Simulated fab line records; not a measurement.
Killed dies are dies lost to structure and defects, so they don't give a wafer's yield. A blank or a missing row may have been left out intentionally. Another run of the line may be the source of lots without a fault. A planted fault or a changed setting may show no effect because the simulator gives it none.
Matching of chambers || flow nand harc || rie diel-05 running NHARC_A_M1_STRIP_18: 4 sister chambers
The step strips in N2/H2. 20 wafers are shown with their chamber, then 10 later ones without.

EACH WAFER AND ITS CHAMBER
{"wafer": "L075.2", "chamber": 3, "showerhead plenum p Torr (Torr)": 2.08, "rf vpp V (V)": 92.3, "throttle valve pct (%)": 14.164}
{"wafer": "L075.3", "chamber": 0, "showerhead plenum p Torr (Torr)": 1.99, "rf vpp V (V)": 90.7, "throttle valve pct (%)": 14.176}
{"wafer": "L075.6", "chamber": 3, "showerhead plenum p Torr (Torr)": 2.08, "rf vpp V (V)": 90.9, "throttle valve pct (%)": 14.160}
{"wafer": "L077.1", "chamber": 0, "showerhead plenum p Torr (Torr)": 1.99, "rf vpp V (V)": 89.6, "throttle valve pct (%)": 14.181}
{"wafer": "L077.2", "chamber": 1, "showerhead plenum p Torr (Torr)": 2.17, "rf vpp V (V)": 92.6, "throttle valve pct (%)": 14.186}
{"wafer": "L077.5", "chamber": 1, "showerhead plenum p Torr (Torr)": 2.17, "rf vpp V (V)": 93.2, "throttle valve pct (%)": 14.158}
{"wafer": "L078.3", "chamber": 0, "showerhead plenum p Torr (Torr)": 1.99, "rf vpp V (V)": 92.0, "throttle valve pct (%)": 14.173}
{"wafer": "L078.4", "chamber": 1, "showerhead plenum p Torr (Torr)": 2.17, "rf vpp V (V)": 91.4, "throttle valve pct (%)": 14.165}
{"wafer": "L078.6", "chamber": 2, "showerhead plenum p Torr (Torr)": 1.90, "rf vpp V (V)": 90.7, "throttle valve pct (%)": 14.178}
{"wafer": "L080.1", "chamber": 1, "showerhead plenum p Torr (Torr)": 2.17, "rf vpp V (V)": 90.6, "throttle valve pct (%)": 14.169}
{"wafer": "L080.3", "chamber": 2, "showerhead plenum p Torr (Torr)": 1.90, "rf vpp V (V)": 88.4, "throttle valve pct (%)": 14.177}
{"wafer": "L080.5", "chamber": 3, "showerhead plenum p Torr (Torr)": 2.08, "rf vpp V (V)": 91.8, "throttle valve pct (%)": 14.166}
{"wafer": "L084.1", "chamber": 0, "showerhead plenum p Torr (Torr)": 1.99, "rf vpp V (V)": 89.1, "throttle valve pct (%)": 14.168}
{"wafer": "L084.5", "chamber": 1, "showerhead plenum p Torr (Torr)": 2.16, "rf vpp V (V)": 91.3, "throttle valve pct (%)": 14.154}
{"wafer": "L084.6", "chamber": 0, "showerhead plenum p Torr (Torr)": 1.99, "rf vpp V (V)": 90.6, "throttle valve pct (%)": 14.180}
{"wafer": "L086.3", "chamber": 3, "showerhead plenum p Torr (Torr)": 2.08, "rf vpp V (V)": 90.3, "throttle valve pct (%)": 14.182}
{"wafer": "L086.4", "chamber": 1, "showerhead plenum p Torr (Torr)": 2.17, "rf vpp V (V)": 93.0, "throttle valve pct (%)": 14.173}
{"wafer": "L086.6", "chamber": 2, "showerhead plenum p Torr (Torr)": 1.90, "rf vpp V (V)": 88.7, "throttle valve pct (%)": 14.172}
{"wafer": "L087.3", "chamber": 0, "showerhead plenum p Torr (Torr)": 1.99, "rf vpp V (V)": 90.3, "throttle valve pct (%)": 14.186}
{"wafer": "L087.4", "chamber": 3, "showerhead plenum p Torr (Torr)": 2.08, "rf vpp V (V)": 91.0, "throttle valve pct (%)": 14.188}

SIGNATURES (averages over the wafers above)
{"reading": "showerhead plenum p Torr", "chamber 0": 1.9900, "chamber 1": 2.1683, "chamber 2": 1.9000, "chamber 3": 2.0800, "scatter within a chamber": 0.00228}
{"reading": "rf vpp V", "chamber 0": 90.383, "chamber 1": 92.017, "chamber 2": 89.267, "chamber 3": 91.260, "scatter within a chamber": 1.01}
{"reading": "throttle valve pct", "chamber 0": 14.17733, "chamber 1": 14.16750, "chamber 2": 14.17567, "chamber 3": 14.17200, "scatter within a chamber": 0.00961}
Rule: for a wafer and a chamber, the distance is found by dividing, reading by reading, the gap between the wafer's reading and the chamber's mean by the reading's scatter, squaring, summing and taking the root. If the next closest chamber is less than 2 further off than the closest, the wafer can't be placed; otherwise it belongs to the closest. The scatter: the root of (the sum of the squares of (reading less its chamber's mean) over the shown wafers, divided by (wafers less chambers)).

WAFERS WHOSE CHAMBER IS MISSING
{"wafer": "L087.6", "showerhead plenum p Torr (Torr)": 1.90, "rf vpp V (V)": 90.8, "throttle valve pct (%)": 14.167}
{"wafer": "L091.2", "showerhead plenum p Torr (Torr)": 1.99, "rf vpp V (V)": 89.9, "throttle valve pct (%)": 14.151}
{"wafer": "L091.5", "showerhead plenum p Torr (Torr)": 1.90, "rf vpp V (V)": 90.2, "throttle valve pct (%)": 14.170}
{"wafer": "L091.6", "showerhead plenum p Torr (Torr)": 2.16, "rf vpp V (V)": 91.4, "throttle valve pct (%)": 14.167}
{"wafer": "L090.2", "showerhead plenum p Torr (Torr)": 1.99, "rf vpp V (V)": 91.9, "throttle valve pct (%)": 14.180}
{"wafer": "L090.5", "showerhead plenum p Torr (Torr)": 2.08, "rf vpp V (V)": 91.0, "throttle valve pct (%)": 14.172}
{"wafer": "L090.6", "showerhead plenum p Torr (Torr)": 1.99, "rf vpp V (V)": 90.2, "throttle valve pct (%)": 14.168}
{"wafer": "L095.4", "showerhead plenum p Torr (Torr)": 1.90, "rf vpp V (V)": 90.2, "throttle valve pct (%)": 14.183}
{"wafer": "L095.5", "showerhead plenum p Torr (Torr)": 2.16, "rf vpp V (V)": 90.7, "throttle valve pct (%)": 14.161}
{"wafer": "L095.6", "showerhead plenum p Torr (Torr)": 1.99, "rf vpp V (V)": 90.8, "throttle valve pct (%)": 14.178}

CHAMBER TAKEN BY EACH
{"wafer": "L087.6", "from the rows above": 2, "in truth": 2}
{"wafer": "L091.2", "from the rows above": 0, "in truth": 0}
{"wafer": "L091.5", "from the rows above": 2, "in truth": 2}
{"wafer": "L091.6", "from the rows above": 1, "in truth": 1}
{"wafer": "L090.2", "from the rows above": 0, "in truth": 0}
{"wafer": "L090.5", "from the rows above": 3, "in truth": 3}
{"wafer": "L090.6", "from the rows above": 0, "in truth": 0}
{"wafer": "L095.4", "from the rows above": 2, "in truth": 2}
{"wafer": "L095.5", "from the rows above": 1, "in truth": 1}
{"wafer": "L095.6", "from the rows above": 0, "in truth": 0}
Correctly placed: 10 of 10. Can't be placed from these rows: 0. Wrongly placed: 0.
